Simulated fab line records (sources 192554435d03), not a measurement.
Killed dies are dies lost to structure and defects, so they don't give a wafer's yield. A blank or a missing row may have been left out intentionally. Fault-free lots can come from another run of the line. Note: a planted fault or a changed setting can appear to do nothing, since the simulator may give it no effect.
The same fault as seen by 2 desks + flow n5 finfet + numbers are kept per desk, each desk with only its own; the story behind them comes last

THE TOOL OWNER'S DESK: ald metal-04
The tool's own readings at N5_BEOL_M8_ALD_77 (deposits TaN, target thk 2 nm, pulse time 2 s, purge time 3 s): means of the sampled wafers that have a number, for each lot that ran on this tool. If a lot's mean is further than 4 standard deviations from the usual mean, the lot is out of limits and carries the mark OUT (the distance appears in the brackets).
Columns: A = heater power w at N5_BEOL_M8_ALD_77, usual 405 W
| lot  | first seen here | A   |
|------|-----------------|-----|
| L484 | day 9 19:26     | 393 |
| L486 | day 10 03:49    | 429 |
| L485 | day 10 13:59    | 384 |
| L489 | day 10 23:01    | 413 |
| L504 | day 14 16:20    | 413 |
| L505 | day 14 16:48    | 401 |
This desk's verdict: no lot among the 6 shows anything out of limits.

METROLOGY DESK
Lot by lot, what the gauges showed, no matter which tool ran the lot: averages of those sampled wafers that carry a number. If a lot's mean is further than 4 standard deviations from the usual mean, the lot is out of limits and carries the mark OUT (the distance appears in the brackets).
Columns: A = trench depth nm at N5_BEOL_M8_OCD_MEAS_38, usual 94.6 nm; B = cd nm at N5_BEOL_M8_CD_MEAS_35, usual 39.8 nm
| lot  | first seen here | A    | B    |
|------|-----------------|------|------|
| L484 | day 9 17:35     | 93.6 | 39.4 |
| L486 | day 10 02:38    | 94.0 | 40.1 |
| L485 | day 10 12:53    | 96.8 | 40.1 |
| L489 | day 10 22:10    | 92.1 | 39.9 |
| L504 | day 14 15:40    | 93.1 | 40.3 |
| L505 | day 14 16:05    | 92.0 | 39.9 |
This desk's verdict: no lot among the 6 shows anything out of limits.

ALL TOGETHER
Nothing out of limits was seen by the tool owner's desk.
The metrology desk saw nothing out of limits.

WHAT THE SIMULATOR PUT IN
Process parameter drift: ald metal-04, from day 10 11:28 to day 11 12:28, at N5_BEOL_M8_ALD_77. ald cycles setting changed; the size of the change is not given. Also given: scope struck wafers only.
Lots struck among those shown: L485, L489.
